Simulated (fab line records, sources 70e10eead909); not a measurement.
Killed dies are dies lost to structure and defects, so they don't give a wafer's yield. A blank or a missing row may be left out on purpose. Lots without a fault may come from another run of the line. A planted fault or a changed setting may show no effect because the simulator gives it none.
fab line records | flow nand_harc
record lots=23 wafers=69 last_day=34
route steps=1302 shown P_BONDPAD@379 A_START@389 A_ZERO_WELL@403 A_CHANNEL_HOLE_D1@467
lots that met no fault: from a run of the same line without faults
start_h: hours from the record's first day to the start of the lot's first wafer shown | wait_h: hours since the lot's step before | " the same as in the row above | L1.1+2: a row that stands for several wafers | - no value, or no start given | * or withheld: withheld | < > ~ a bound
route shown NAME@n: a module of which the file shows steps, and the number in the route of the first | usual: mean/standard deviation of fault-free wafers | same: alike in all rows | chamber/n: place in a boat | sites: the reading at each site | _std_site: their standard deviation | _edge_site: outer sites' mean less inner sites' | radius_mm: how far each site lies from the wafer's centre | mask NAME#n: copy n | behind: the tool/chamber that last shaped the wafer | hold: why the lot was held/for how many hours/how that ended | device: the transistor (n, p or np) that didn't switch | end of line: the same wafers' tests at the end of the route | a step without rows: its recipe alone | killed: dies lost to structure and defects at the first sort, not the wafer's yield | map: a wafer's dies, x killed, . not, _ none there
set.NAME: the setting as run; set.NAME@STEP: as run at that earlier step | model.NAME: the simulator's own value behind a step, which no gauge read
steps of the route over a sample of lots; a table a step, a row a wafer
services: from which hour (start_h, from the record's first day; less than 0 if before it) a tool's chamber was out of use, for how many hours, and why
## steps
# step NHARC_P_BONDPAD_ANNEAL_28
# recipe temp_c=225 time_s=90
# usual anneal_temp_c=225.04/0.16 wafer_temp_C_max=226.2/0.31
# same time_s=90
# columns lot.wafer tool chamber start_h wait_h anneal_temp_c wafer_temp_C_max
L074.3 rtp_anneal-01 0 145.63 0.3 224.99 226.3
L074.5 " 0 " " 225.17 226.7
L074.6 " 0 " " 225.14 226.5
L075.2 rtp_anneal-01 0 151.77 0.4 225.01 226.1
L075.4 " 0 " " 224.99 226.3
L075.5 " 0 " " 224.97 226.3
L076.1 rtp_anneal-02 0 153.40 - 224.91 225.7
L076.3 " 0 " " 224.84 226.1
L076.4 " 0 " " 224.90 226.1
L077.1 rtp_anneal-02 0 171.35 - 224.87 226.0
L077.4 " 0 " " 224.93 226.4
L077.5 " 0 " " 224.92 226.2
L078.2 rtp_anneal-02 0 178.28 - 225.09 225.8
L078.3 " 0 " " 225.17 225.8
L078.4 " 0 " " 225.10 226.3
L079.1 rtp_anneal-02 0 189.30 - 225.30 226.6
L079.3 " 0 " " 225.21 226.1
L079.4 " 0 " " 224.97 226.4
L080.2 rtp_anneal-02 0 196.70 0.3 224.91 225.7
L080.3 " 0 " " 225.04 225.6
L080.4 " 0 " " 224.90 225.9
L081.3 rtp_anneal-02 0 206.57 - 224.70 226.0
L081.5 " 0 " " 224.64 226.0
L081.6 " 0 " " 224.60 226.1
L082.1 rtp_anneal-01 0 217.75 0.3 225.16 226.2
L082.4 " 0 " " 225.14 226.4
L082.6 " 0 " " 225.24 227.0
L083.3 rtp_anneal-01 0 238.34 - 224.69 226.1
L083.4 " 0 " " 224.90 226.3
L083.6 " 0 " " 225.12 226.9
L085.1 rtp_anneal-02 0 245.68 0.3 225.12 225.8
L085.4 " 0 " " 225.00 226.2
L085.5 " 0 " " 225.01 225.8
L086.1 rtp_anneal-01 0 260.44 - 224.96 225.7
L086.3 " 0 " " 225.12 225.9
L086.4 " 0 " " 225.20 226.3
L087.1 rtp_anneal-01 0 265.30 0.3 225.10 226.1
L087.5 " 0 " " 224.99 226.3
L087.6 " 0 " " 225.17 226.0
L088.1 rtp_anneal-01 0 283.68 0.3 225.12 226.1
L088.5 " 0 " " 225.31 225.8
L088.6 " 0 " " 225.06 225.8
L089.1 rtp_anneal-02 0 284.67 - 225.17 226.2
L089.3 " 0 " " 225.16 226.1
L089.6 " 0 " " 225.42 226.3
L090.2 rtp_anneal-01 0 298.88 - 224.82 226.2
L090.5 " 0 " " 225.30 226.1
L090.6 " 0 " " 225.03 226.0
L091.2 rtp_anneal-01 0 312.71 - 224.97 226.4
L091.3 " 0 " " 224.90 226.2
L091.5 " 0 " " 225.07 226.3
L092.2 rtp_anneal-02 0 318.30 0.4 224.98 225.9
L092.3 " 0 " " 224.97 226.1
L092.5 " 0 " " 225.30 225.8
L093.2 rtp_anneal-01 0 333.54 - 225.14 226.5
L093.4 " 0 " " 225.18 226.0
L093.5 " 0 " " 225.09 226.1
L094.2 rtp_anneal-01 0 338.49 0.3 225.12 226.4
L094.3 " 0 " " 225.05 226.1
L094.5 " 0 " " 225.05 226.3
L095.3 rtp_anneal-01 0 348.65 0.4 225.31 226.4
L095.4 " 0 " " 225.01 226.6
L095.6 " 0 " " 225.31 227.6
L096.1 rtp_anneal-01 0 356.73 - 225.05 226.6
L096.3 " 0 " " 224.85 226.5
L096.4 " 0 " " 225.06 226.1
L097.1 rtp_anneal-01 0 370.23 - 224.92 226.6
L097.4 " 0 " " 224.85 226.7
L097.5 " 0 " " 225.01 225.7
# step NHARC_A_START_INSPECT_01
# usual raw_defect_count=3.5/1.8
# columns lot.wafer tool chamber start_h wait_h raw_defect_count
L074.3 defect_inspect-02 - 146.88 - 5
L074.5 " - " " 4
L074.6 " - " " 3
L075.2 defect_inspect-01 - 153.06 - 7
L075.4 " - " " 4
L075.5 " - " " 3
L076.1 defect_inspect-02 - 154.76 - 4
L076.3 " - " " 3
L076.4 " - " " 2
L077.1 defect_inspect-01 - 172.69 - 7
L077.4 " - " " 4
L077.5 " - " " 1
L078.2 defect_inspect-02 - 179.59 - 0
L078.3 " - " " 3
L078.4 " - " " 5
L079.1 defect_inspect-02 - 190.66 - 3
L079.3 " - " " 4
L079.4 " - " " 6
L080.2 defect_inspect-02 - 198.00 - 1
L080.3 " - " " 3
L080.4 " - " " 3
L081.3 defect_inspect-01 - 207.84 - 3
L081.5 " - " " 5
L081.6 " - " " 3
L082.1 defect_inspect-02 - 219.09 - 4
L082.4 " - " " 4
L082.6 " - " " 4
L083.3 defect_inspect-02 - 239.59 - 7
L083.4 " - " " 1
L083.6 " - " " 7
L085.1 defect_inspect-02 - 247.03 - 0
L085.4 " - " " 2
L085.5 " - " " 7
L086.1 defect_inspect-02 - 261.80 - 8
L086.3 " - " " 3
L086.4 " - " " 3
L087.1 defect_inspect-01 - 266.67 - 1
L087.5 " - " " 5
L087.6 " - " " 4
L088.1 defect_inspect-02 - 285.01 - 2
L088.5 " - " " 3
L088.6 " - " " 6
L089.1 defect_inspect-02 - 286.03 - 5
L089.3 " - " " 2
L089.6 " - " " 4
L090.2 defect_inspect-01 - 300.17 - 1
L090.5 " - " " 1
L090.6 " - " " 2
L091.2 defect_inspect-01 - 314.03 - 1
L091.3 " - " " 5
L091.5 " - " " 3
L092.2 defect_inspect-01 - 319.63 - 8
L092.3 " - " " 4
L092.5 " - " " 3
L093.2 defect_inspect-01 - 334.83 - 3
L093.4 " - " " 4
L093.5 " - " " 1
L094.2 defect_inspect-02 - 339.79 - 3
L094.3 " - " " 4
L094.5 " - " " 3
L095.3 defect_inspect-02 - 349.89 - 0
L095.4 " - " " 6
L095.6 " - " " 2
L096.1 defect_inspect-01 - 358.13 - 3
L096.3 " - " " 6
L096.4 " - " " 7
L097.1 defect_inspect-02 - 371.58 - 3
L097.4 " - " " 2
L097.5 " - " " 5
# step NHARC_A_ZERO_WELL_DESCUM_12
# recipe time_s=3 o2_flow_sccm=200 ar_flow_sccm=0 bias_power_w=0 chemistry=O2
# usual drypump_motor_current_A=5.5/0.39 oes_product_au=0.998/0.018 rf_vpp_V=57.6/0.94 showerhead_plenum_p_Torr=1.88/0.1 throttle_valve_pct=11.312/0.0083
# same time_s=3
# columns lot.wafer tool chamber start_h wait_h drypump_motor_current_A oes_product_au rf_hours_counter_h rf_vpp_V showerhead_plenum_p_Torr throttle_valve_pct
L074.3 rie_diel-13 2 147.89 - 5.5 1.003 3 57.8 2.04 11.305
L074.6 " 1 " " 6.0 0.999 - 56.8 1.79 11.318
L074.5 " 2 " " 5.5 1.006 - 57.3 2.04 11.305
L075.2 rie_diel-03 0 153.96 - 5.8 0.994 5 56.8 1.81 11.325
L075.4 " 1 " " 5.1 1.017 5 57.9 1.87 11.310
L075.5 " 3 " " 5.2 1.012 - 56.9 2.05 11.313
L076.3 rie_diel-03 0 155.75 - 5.8 1.003 6 57.1 1.81 11.320
L076.4 " 2 " " 5.8 0.986 7 57.4 1.84 11.305
L076.1 " 3 " " 5.3 1.009 7 59.7 2.05 11.314
L077.1 rie_diel-12 3 173.72 - 6.0 0.989 19 58.6 1.99 11.304
L077.4 " 0 " " 5.8 1.000 22 58.2 1.89 11.317
L077.5 " 3 " " 6.0 0.981 - 57.2 1.99 11.311
L078.3 rie_diel-13 0 180.46 - 4.8 1.021 0 57.6 1.80 11.301
L078.4 " 1 " " 6.0 1.015 0 56.6 1.79 11.314
L078.2 " 2 " " 5.5 0.979 0 58.9 2.04 11.304
L079.4 rie_diel-13 0 191.65 - 4.8 1.025 1 55.5 1.79 11.313
L079.1 " 1 " " 6.0 1.020 1 56.8 1.79 11.309
L079.3 " 3 " " 5.3 0.979 1 56.9 1.80 11.314
L080.2 rie_diel-13 3 199.00 - 5.3 0.988 1 58.4 1.80 11.300
L080.3 " 0 " " 4.8 1.026 1 57.9 1.80 11.313
L080.4 " 1 " " 6.0 0.994 1 57.7 1.79 11.310
L081.3 rie_diel-03 2 208.83 - 5.8 0.998 16 58.1 1.84 11.318
L081.6 " 2 " " 5.8 0.998 - 58.1 1.84 11.297
L081.5 " 3 " " 5.3 0.990 - 57.9 2.05 11.305
L082.1 rie_diel-03 3 220.09 - 5.2 1.014 13 57.5 2.05 11.323
L082.4 " 0 " " 5.8 1.002 17 57.8 1.80 11.312
L082.6 " 3 " " 5.2 1.006 - 57.5 2.05 11.322
L083.4 rie_diel-03 3 240.60 - 5.2 1.016 16 57.7 2.04 11.310
L083.3 " 0 " " 5.8 0.987 19 57.2 1.80 11.314
L083.6 " 3 " " 5.2 1.015 - 58.2 2.04 11.309
L085.4 rie_diel-03 3 248.04 - 5.2 1.020 17 56.7 2.04 11.301
L085.1 " 2 " " 5.8 0.991 23 57.6 1.83 11.305
L085.5 " 0 " " 5.8 1.017 - 55.4 1.80 11.320
L086.3 rie_diel-03 0 262.67 - 5.8 1.012 21 58.6 1.80 11.299
L086.4 " 2 " " 5.8 0.995 24 58.7 1.83 11.305
L086.1 " 3 " " 5.2 1.009 18 58.4 2.04 11.315
L087.1 rie_diel-13 0 267.66 - 4.8 1.021 3 56.7 1.79 11.307
L087.6 " 0 " " 4.8 1.013 - 58.2 1.79 11.318
L087.5 " 1 " " 6.0 0.997 - 58.0 1.79 11.303
L088.1 rie_diel-13 1 286.02 - 6.0 0.995 3 58.5 1.79 11.314
L088.6 " 3 " " 5.3 0.971 - 57.7 1.80 11.310
L088.5 " 0 " " 4.8 1.021 - 57.1 1.79 11.318
L089.3 rie_diel-13 1 287.02 - 6.0 1.013 3 56.2 1.79 11.312
L089.1 " 2 " " 5.5 0.965 3 58.5 2.04 11.315
L089.6 " 2 " " 5.5 0.953 - 58.1 2.04 11.306
L090.2 rie_diel-13 1 301.07 - 6.0 1.003 3 57.8 1.79 11.324
L090.6 " 2 " " 5.5 0.968 - 59.0 2.04 11.319
L090.5 " 3 " " 5.3 0.987 - 56.7 1.80 11.293
L091.3 rie_diel-13 0 314.93 - 4.8 1.017 4 56.2 1.79 11.293
L091.2 " 1 " " 6.0 1.016 4 58.8 1.79 11.335
L091.5 " 2 " " 5.5 0.970 - 55.8 2.04 11.323
L092.2 rie_diel-13 0 320.52 - 4.8 1.039 4 56.8 1.79 11.309
L092.3 " 1 " " 6.0 1.008 4 57.6 1.79 11.308
L092.5 " 2 " " 5.5 0.980 - 58.2 2.04 11.320
L093.2 rie_diel-13 3 335.83 - 5.3 1.001 4 56.8 1.80 11.323
L093.4 " 2 " " 5.5 0.979 4 58.4 2.04 11.320
L093.5 " 3 " " 5.3 1.000 - 56.8 1.80 11.317
L094.2 rie_diel-03 0 340.80 - 5.8 0.986 11 56.9 1.80 11.331
L094.3 " 1 " " 5.1 0.990 13 58.1 1.86 11.309
L094.5 " 0 " " 5.8 1.000 - 57.6 1.80 11.312
L095.3 rie_diel-12 0 350.77 - 5.8 0.988 17 58.1 1.87 11.312
L095.4 " 2 " " 5.8 0.996 21 57.4 1.97 11.304
L095.6 " 1 " " 5.6 0.994 - 57.4 1.85 11.317
L096.1 rie_diel-03 1 359.13 - 5.1 1.001 18 58.1 1.86 11.296
L096.4 " 3 " " 5.2 0.979 13 57.5 2.04 11.306
L096.3 " 0 " " 5.8 1.002 15 57.0 1.80 11.317
L097.4 rie_diel-03 3 372.49 - 5.3 0.957 15 60.2 2.04 11.304
L097.1 " 0 " " 5.8 0.994 17 56.4 1.80 11.304
L097.5 " 2 " " 5.8 0.972 - 57.7 1.83 11.313
# step NHARC_A_CHANNEL_HOLE_D1_ETCH_39
# recipe target_depth_a=2600 over_etch_frac=0.3 time_s=325 ion_energy_ev=200 n2_flow_sccm=150 h2_flow_sccm=150 ar_flow_sccm=0 rf_w=400 bias_w=150 chemistry=N2/H2
# usual drypump_motor_current_A=5.7/0.42 h2_flow_sccm=150.0/0.46 oes_product_au=1.001/0.016 rf_vpp_V=430.3/2.5 showerhead_plenum_p_Torr=2.03/0.087 throttle_valve_pct=14.170/0.0093
# same time_s=325
# columns lot.wafer tool chamber start_h wait_h drypump_motor_current_A h2_flow_sccm oes_product_au rf_hours_counter_h rf_vpp_V showerhead_plenum_p_Torr throttle_valve_pct
L074.3 rie_diel-01 3 - - 5.3 149.3 0.994 14 434.1 2.17 14.161
L074.5 " 3 " " 5.3 150.1 0.994 - 435.2 2.17 14.167
L074.6 " 0 " " 6.3 150.6 1.030 - 429.8 1.97 14.182
L076.3 rie_diel-01 0 - - 6.3 150.3 1.033 14 430.2 1.97 14.158
L076.4 " 1 " " 5.5 149.2 1.000 13 431.6 2.06 14.174
L076.1 " 3 " " 5.3 150.1 1.003 15 432.1 2.17 14.173
L075.4 rie_diel-01 2 - - 5.3 150.4 1.005 15 426.6 1.94 14.172
L075.2 " 3 " " 5.4 148.9 1.005 15 433.8 2.17 14.171
L075.5 " 2 " " 5.3 150.4 1.001 - 428.6 1.93 14.166
L077.1 rie_diel-01 2 - - 5.3 149.4 0.986 0 427.7 1.93 14.175
L077.4 " 3 " " 5.4 149.7 1.004 0 434.1 2.17 14.165
L077.5 " 3 " " 5.4 149.8 1.017 - 434.7 2.17 14.180
L078.4 rie_diel-01 0 - - 6.3 150.0 1.034 0 427.0 1.97 14.175
L078.2 " 1 " " 5.5 149.0 0.993 0 432.0 2.06 14.174
L078.3 " 2 " " 5.3 150.2 0.991 1 427.9 1.93 14.148
L079.1 rie_diel-08 2 - - 5.9 150.7 0.986 7 432.2 2.12 14.165
L079.3 " 3 " " 6.4 149.3 0.990 6 432.6 2.15 14.169
L079.4 " 0 " " 5.8 149.5 1.040 7 426.8 1.91 14.169
L080.4 rie_diel-01 0 - - 6.3 149.5 1.026 2 429.1 1.97 14.162
L080.2 " 1 " " 5.5 149.5 0.997 2 429.5 2.05 14.167
L080.3 " 2 " " 5.3 150.1 0.996 3 427.5 1.93 14.185
L081.3 rie_diel-01 1 - - 5.6 149.9 0.999 3 431.7 2.05 14.178
L081.6 " 0 " " 6.3 149.5 1.033 - 430.0 1.97 14.180
L081.5 " 1 " " 5.6 149.5 0.999 - 430.1 2.05 14.171
L082.1 rie_diel-01 1 - - 5.6 149.7 0.998 4 430.4 2.05 14.155
L082.4 " 2 " " 5.2 149.8 0.993 5 427.1 1.93 14.171
L082.6 " 2 " " 5.3 149.9 0.991 - 427.7 1.93 14.171
L083.4 rie_diel-01 3 - - 5.3 149.4 1.007 6 433.8 2.17 14.170
L083.3 " 1 " " 5.5 150.1 0.988 5 431.4 2.05 14.171
L083.6 " 3 " " 5.3 149.5 1.006 - 435.6 2.17 14.175
L085.4 rie_diel-08 2 - - 5.9 150.3 0.975 29 431.9 2.11 14.180
L085.1 " 3 " " 6.4 150.3 0.986 25 433.7 2.14 14.157
L085.5 " 1 " " 5.5 151.0 0.990 - 430.1 1.98 14.168
L086.3 rie_diel-01 0 - - 6.3 150.2 1.041 8 429.2 1.97 14.151
L086.4 " 1 " " 5.5 150.1 1.011 7 431.1 2.05 14.175
L086.1 " 3 " " 5.3 149.6 1.014 9 433.6 2.17 14.174
L087.1 rie_diel-07 1 - - 6.3 150.6 1.008 1 428.6 1.97 14.178
L087.6 " 0 " " 5.8 149.7 0.992 - 430.6 2.02 14.170
L087.5 " 1 " " 6.3 150.3 1.000 - 427.7 1.97 14.182
L088.1 rie_diel-01 2 - - 5.3 150.0 0.989 10 426.6 1.93 14.159
L088.6 " 3 " " 5.4 149.5 1.001 - 432.9 2.17 14.175
L088.5 " 0 " " 6.3 150.2 1.018 - 427.8 1.97 14.149
L089.1 rie_diel-01 0 - - 6.3 150.2 1.014 10 428.8 1.97 14.168
L089.3 " 2 " " 5.3 149.6 0.999 10 427.2 1.93 14.170
L089.6 " 1 " " 5.5 149.9 0.996 - 429.6 2.05 14.181
L090.2 rie_diel-01 1 - - 5.5 150.4 0.979 10 430.3 2.05 14.167
L090.5 " 0 " " 6.3 149.9 1.005 - 429.5 1.97 14.161
L090.6 " 1 " " 5.5 149.9 0.985 - 430.9 2.05 14.165
L092.2 rie_diel-08 3 - - 6.3 150.2 0.977 52 431.8 2.13 14.161
L092.3 " 1 " " 5.5 150.7 0.998 57 428.7 1.97 14.171
L092.5 " 3 " " 6.3 150.1 0.984 - 431.5 2.13 14.163
L091.3 rie_diel-01 2 - - 5.3 150.2 0.989 12 427.2 1.93 14.173
L091.2 " 3 " " 5.3 150.1 1.010 13 433.8 2.16 14.166
L091.5 " 2 " " 5.3 150.0 0.980 - 426.4 1.93 14.179
L094.3 rie_diel-08 0 - - 5.8 150.1 0.991 0 426.6 1.89 14.169
L094.2 " 3 " " 6.3 150.1 0.991 0 433.6 2.13 14.184
L094.5 " 0 " " 5.8 149.7 0.998 - 426.0 1.89 14.161
L093.2 rie_diel-01 2 - - 5.3 150.0 0.976 15 427.6 1.93 14.177
L093.4 " 2 " " 5.3 149.9 0.976 - 427.5 1.93 14.163
L093.5 " 3 " " 5.4 149.7 1.006 - 433.6 2.16 14.169
L095.3 rie_diel-01 1 - - 5.5 149.7 0.998 1 429.4 2.05 14.176
L095.6 " 3 " " 5.3 150.1 1.003 - 433.1 2.16 14.177
L095.4 " 1 " " 5.5 150.0 0.995 - 432.5 2.05 14.165
L096.3 rie_diel-01 3 - - 5.3 151.3 1.005 2 433.8 2.16 14.168
L096.1 " 2 " " 5.3 150.6 0.973 2 428.1 1.93 14.166
L096.4 " 3 " " 5.3 150.2 1.002 - 433.5 2.16 14.172
L097.4 rie_diel-07 2 - - 5.9 149.7 1.019 41 429.5 2.02 14.156
L097.1 " 3 " " 4.9 150.7 1.003 40 428.3 1.94 14.166
L097.5 " 2 " " 5.9 150.2 1.025 - 430.4 2.02 14.171
# step NHARC_A_CHANNEL_HOLE_D1_ETCH_16
# recipe target_depth_a=31000 over_etch_frac=0.3 time_s=806 ion_energy_ev=150 o2_flow_sccm=400 cos_flow_sccm=20 ar_flow_sccm=0 rf_w=500 bias_w=300 chemistry=O2/COS
# usual drypump_motor_current_A=5.6/0.41 oes_product_au=1.003/0.015 rf_vpp_V=313.9/2.1 showerhead_plenum_p_Torr=3.11/0.13 throttle_valve_pct=28.328/0.0096
# same time_s=806
# columns lot.wafer tool chamber start_h wait_h drypump_motor_current_A oes_product_au rf_hours_counter_h rf_vpp_V showerhead_plenum_p_Torr throttle_valve_pct
L074.3 rie_diel-01 0 - - 6.3 1.024 13 311.8 3.03 28.326
L074.6 " 1 " " 5.5 1.012 - 312.7 3.15 28.319
L074.5 " 2 " " 5.3 1.003 - 313.0 2.97 28.323
L076.1 rie_diel-01 0 - - 6.3 1.024 14 312.4 3.03 28.335
L076.4 " 1 " " 5.5 1.006 14 314.0 3.15 28.319
L076.3 " 3 " " 5.4 1.004 15 318.0 3.30 28.326
L075.2 rie_diel-01 3 - - 5.4 0.995 15 317.0 3.30 28.327
L075.4 " 0 " " 6.3 1.010 15 313.9 3.03 28.328
L075.5 " 2 " " 5.3 0.993 - 313.1 2.97 28.325
L077.4 rie_diel-01 2 - - 5.3 0.984 0 311.3 2.97 28.334
L077.1 " 3 " " 5.4 1.010 0 317.7 3.30 28.331
L077.5 " 2 " " 5.3 0.990 - 313.0 2.97 28.324
L078.2 rie_diel-01 2 - - 5.3 0.993 1 311.3 2.97 28.341
L078.3 " 3 " " 5.4 1.001 1 316.1 3.30 28.324
L078.4 " 1 " " 5.6 0.992 1 314.5 3.14 28.316
L079.3 rie_diel-08 3 - - 6.4 0.989 7 317.6 3.27 28.350
L079.1 " 1 " " 5.5 1.002 7 313.6 3.05 28.335
L079.4 " 2 " " 5.9 0.982 7 317.3 3.23 28.309
L080.3 rie_diel-01 3 - - 5.4 1.021 3 316.1 3.30 28.341
L080.4 " 0 " " 6.3 1.020 3 312.9 3.03 28.308
L080.2 " 1 " " 5.5 0.993 2 313.5 3.14 28.333
L081.3 rie_diel-01 3 - - 5.3 1.016 4 316.4 3.30 28.340
L081.6 " 2 " " 5.3 0.987 - 311.2 2.97 28.328
L081.5 " 3 " " 5.3 1.015 - 316.1 3.30 28.325
L082.4 rie_diel-01 0 - - 6.3 1.032 5 311.9 3.02 28.320
L082.1 " 1 " " 5.6 0.994 4 314.3 3.14 28.326
L082.6 " 0 " " 6.3 1.022 - 313.1 3.02 28.325
L083.4 rie_diel-01 2 - - 5.3 0.992 6 312.4 2.97 28.346
L083.3 " 3 " " 5.3 1.022 7 316.6 3.30 28.309
L083.6 " 2 " " 5.3 0.995 - 312.1 2.97 28.323
L085.4 rie_diel-08 0 - - 5.8 1.036 27 311.3 2.93 28.342
L085.1 " 2 " " 5.9 0.995 30 314.6 3.22 28.320
L085.5 " 0 " " 5.8 1.032 - 308.7 2.93 28.333
L086.1 rie_diel-01 3 - - 5.4 1.003 9 316.4 3.30 28.320
L086.4 " 0 " " 6.3 1.024 8 312.3 3.02 28.323
L086.3 " 1 " " 5.5 0.992 8 315.3 3.14 28.311
L087.1 rie_diel-07 2 - - 5.9 1.006 1 313.2 3.12 28.344
L087.6 " 3 " " 4.9 0.989 - 311.8 3.00 28.321
L087.5 " 0 " " 5.9 0.996 - 313.0 3.10 28.326
L088.1 rie_diel-01 0 - - 6.3 1.013 10 313.0 3.02 28.330
L088.5 " 3 " " 5.3 1.015 - 316.6 3.30 28.318
L088.6 " 0 " " 6.3 1.011 - 313.2 3.02 28.323
L089.3 rie_diel-01 0 - - 6.3 1.015 10 313.2 3.02 28.347
L089.1 " 2 " " 5.3 0.980 10 312.6 2.97 28.342
L089.6 " 0 " " 6.3 1.025 - 312.6 3.02 28.325
L090.2 rie_diel-01 3 - - 5.3 1.017 12 318.8 3.30 28.327
L090.5 " 0 " " 6.3 1.009 - 312.5 3.02 28.335
L090.6 " 1 " " 5.5 0.988 - 314.1 3.14 28.335
L091.3 rie_diel-01 1 - - 5.5 0.983 11 314.0 3.14 28.326
L091.2 " 3 " " 5.3 1.003 13 318.1 3.30 28.322
L091.5 " 2 " " 5.3 0.989 - 313.2 2.97 28.337
L092.2 rie_diel-08 0 - - 5.8 1.012 56 311.1 2.91 28.322
L092.3 " 2 " " 5.9 0.992 50 315.8 3.21 28.318
L092.5 " 0 " " 5.8 1.018 - 309.7 2.91 28.328
L094.2 rie_diel-08 0 - - 5.8 0.998 0 310.4 2.91 28.309
L094.3 " 1 " " 5.5 1.021 0 312.1 3.02 28.324
L094.5 " 2 " " 5.9 1.006 - 314.8 3.21 28.345
L093.2 rie_diel-01 1 - - 5.6 0.996 12 313.7 3.14 28.349
L093.4 " 1 " " 5.6 0.994 - 313.6 3.14 28.332
L093.5 " 3 " " 5.4 1.010 - 318.0 3.30 28.335
L095.3 rie_diel-01 3 - - 5.4 1.009 1 316.2 3.30 28.332
L095.6 " 1 " " 5.5 0.986 - 314.4 3.14 28.333
L095.4 " 2 " " 5.3 0.980 - 312.1 2.97 28.332
L096.3 rie_diel-01 3 - - 5.3 1.007 3 317.5 3.29 28.334
L096.1 " 1 " " 5.5 0.999 3 312.9 3.14 28.338
L096.4 " 3 " " 5.4 1.009 - 317.1 3.29 28.329
L097.1 rie_diel-07 3 - - 4.9 0.992 40 313.1 2.98 28.313
L097.4 " 1 " " 6.3 1.005 38 312.2 3.00 28.323
L097.5 " 3 " " 4.9 1.004 - 310.7 2.98 28.332
# step NHARC_A_CHANNEL_HOLE_D1_ETCH_21
# recipe bias_v=3000 source_w=withheld pressure_mtorr=20 time_s=514.3 ar_flow_sccm=375 c4f8_flow_sccm=89.3 o2_flow_sccm=35.7 temp_c=-20 target_depth_a=16000 chemistry=C4F8/O2/Ar
# usual drypump_motor_current_A=5.2/0.53 showerhead_plenum_p_Torr=3.69/0.036 throttle_valve_pct=32.154/0.0098
# same time_s=514.3
# columns lot.wafer tool chamber start_h wait_h drypump_motor_current_A rf_hours_counter_h showerhead_plenum_p_Torr throttle_valve_pct
L074.3 har_etch-01 1 187.47 0.3 4.8 - 3.73 32.167
L074.6 " 0 " " 5.9 - 3.73 32.158
L074.5 " 1 " " 4.8 - 3.73 32.159
L076.1 har_etch-02 0 200.74 0.3 4.7 299 3.68 32.137
L076.3 " 0 " " 4.7 - 3.68 32.160
L076.4 " 1 " " 5.1 - 3.77 32.152
L075.2 har_etch-01 0 201.26 0.3 5.9 96 3.73 32.146
L075.4 " 0 " " 5.9 - 3.73 32.145
L075.5 " 0 " " 6.0 - 3.73 32.144
L077.1 har_etch-02 1 216.78 0.3 5.1 314 3.76 32.146
L077.4 " 1 " " 5.1 - 3.76 32.146
L077.5 " 0 " " 4.7 - 3.67 32.148
L078.2 har_etch-01 1 224.81 0.3 4.8 111 3.72 32.143
L078.4 " 1 " " 4.8 - 3.72 32.145
L078.3 " 0 " " 5.9 - 3.72 32.144
L079.1 har_etch-01 0 231.14 0.3 5.9 115 3.72 32.168
L079.3 " 1 " " 4.7 - 3.72 32.142
L079.4 " 0 " " 5.9 - 3.72 32.151
L080.2 har_etch-01 0 239.66 0.3 5.9 119 3.72 32.145
L080.3 " 0 " " 5.9 - 3.72 32.153
L080.4 " 1 " " 4.7 - 3.72 32.148
L081.3 har_etch-01 1 260.30 0.3 4.8 - 3.71 32.146
L081.6 " 1 " " 4.7 - 3.71 32.149
L081.5 " 0 " " 5.9 - 3.71 32.160
L082.1 har_etch-02 0 267.41 0.3 4.7 341 3.66 32.158
L082.4 " 0 " " 4.7 - 3.66 32.156
L082.6 " 0 " " 4.7 - 3.66 32.178
L083.4 har_etch-01 1 280.08 0.3 4.7 - 3.70 32.152
L083.3 " 0 " " 5.9 - 3.70 32.133
L083.6 " 0 " " 5.9 - 3.70 32.153
L085.1 har_etch-02 0 287.01 0.5 4.7 356 3.65 32.156
L085.4 " 0 " " 4.7 - 3.65 32.170
L085.5 " 0 " " 4.7 - 3.65 32.160
L086.1 har_etch-01 0 306.85 0.3 5.9 157 3.69 32.149
L086.4 " 1 " " 4.7 - 3.69 32.165
L086.3 " 0 " " 6.0 - 3.69 32.168
L087.1 har_etch-01 0 311.00 0.3 5.9 161 3.69 32.161
L087.6 " 1 " " 4.7 - 3.69 32.142
L087.5 " 0 " " 5.9 - 3.69 32.159
L088.1 har_etch-02 0 330.72 0.3 4.7 386 3.63 32.157
L088.5 " 0 " " 4.7 - 3.63 32.159
L088.6 " 1 " " 5.0 - 3.73 32.154
L089.1 har_etch-01 0 334.04 0.3 5.9 173 3.69 32.141
L089.3 " 0 " " 5.9 - 3.69 32.160
L089.6 " 1 " " 4.8 - 3.69 32.156
L090.2 har_etch-02 1 346.24 0.3 5.1 375 3.72 32.149
L090.5 " 0 " " 4.7 - 3.63 32.161
L090.6 " 1 " " 5.0 - 3.72 32.171
L092.2 har_etch-02 0 361.30 0.3 4.7 405 3.62 32.167
L092.3 " 1 " " 5.1 - 3.72 32.140
L092.5 " 1 " " 5.1 - 3.72 32.147
L091.2 har_etch-01 0 361.32 0.3 5.9 188 3.68 32.170
L091.3 " 1 " " 4.7 - 3.68 32.153
L091.5 " 1 " " 4.8 - 3.68 32.154
L094.2 har_etch-01 1 383.20 0.3 4.7 203 3.67 32.145
L094.3 " 1 " " 4.7 - 3.67 32.173
L094.5 " 1 " " 4.8 - 3.67 32.160
L093.2 har_etch-01 0 387.27 0.3 6.0 207 3.67 32.144
L093.4 " 1 " " 4.7 - 3.67 32.168
L093.5 " 1 " " 4.7 - 3.67 32.169
L095.3 har_etch-02 0 396.93 0.3 4.7 - 3.62 32.148
L095.4 " 1 " " 5.1 - 3.71 32.138
L095.6 " 0 " " 4.7 - 3.62 32.154
L096.1 har_etch-01 1 404.07 0.3 4.7 222 3.66 32.153
L096.3 " 0 " " 6.0 - 3.66 32.152
L096.4 " 1 " " 4.7 - 3.66 32.144
L097.1 har_etch-02 0 416.95 0.3 4.7 16 3.61 32.159
L097.4 " 0 " " 4.7 - 3.61 32.149
L097.5 " 0 " " 4.7 - 3.61 32.165
## services
# columns tool chamber start_h hours kind
rie_diel-13 3 154.41 2.4 repair
rie_diel-13 2 160.93 2.7 repair
rie_diel-13 - 165.01 9.0 pm
rie_diel-03 3 171.80 6.1 repair
rie_diel-03 3 177.94 6.1 repair
rie_diel-01 - 203.81 9.0 pm
rie_diel-13 0 210.73 3.9 repair
rie_diel-13 3 211.52 1.3 repair
rie_diel-01 2 230.95 4.5 repair
rie_diel-03 3 280.78 16.3 repair
rie_diel-03 - 281.89 9.0 pm
rie_diel-03 2 295.98 7.3 repair
har_etch-02 - 320.28 0.7 repair
rie_diel-13 - 342.01 9.0 pm
rie_diel-01 1 362.21 11.3 repair
rie_diel-13 1 362.31 8.5 repair
rie_diel-01 0 365.42 132.0 repair
rie_diel-13 3 366.29 2.0 repair
rie_diel-13 2 367.96 13.9 repair
rtp_anneal-01 - 372.24 12.0 pm
har_etch-02 - 379.36 17.0 pm
rie_diel-01 - 380.81 9.0 pm
rie_diel-13 0 384.90 5.0 repair
rie_diel-13 2 403.97 55.4 repair
## key
fault none
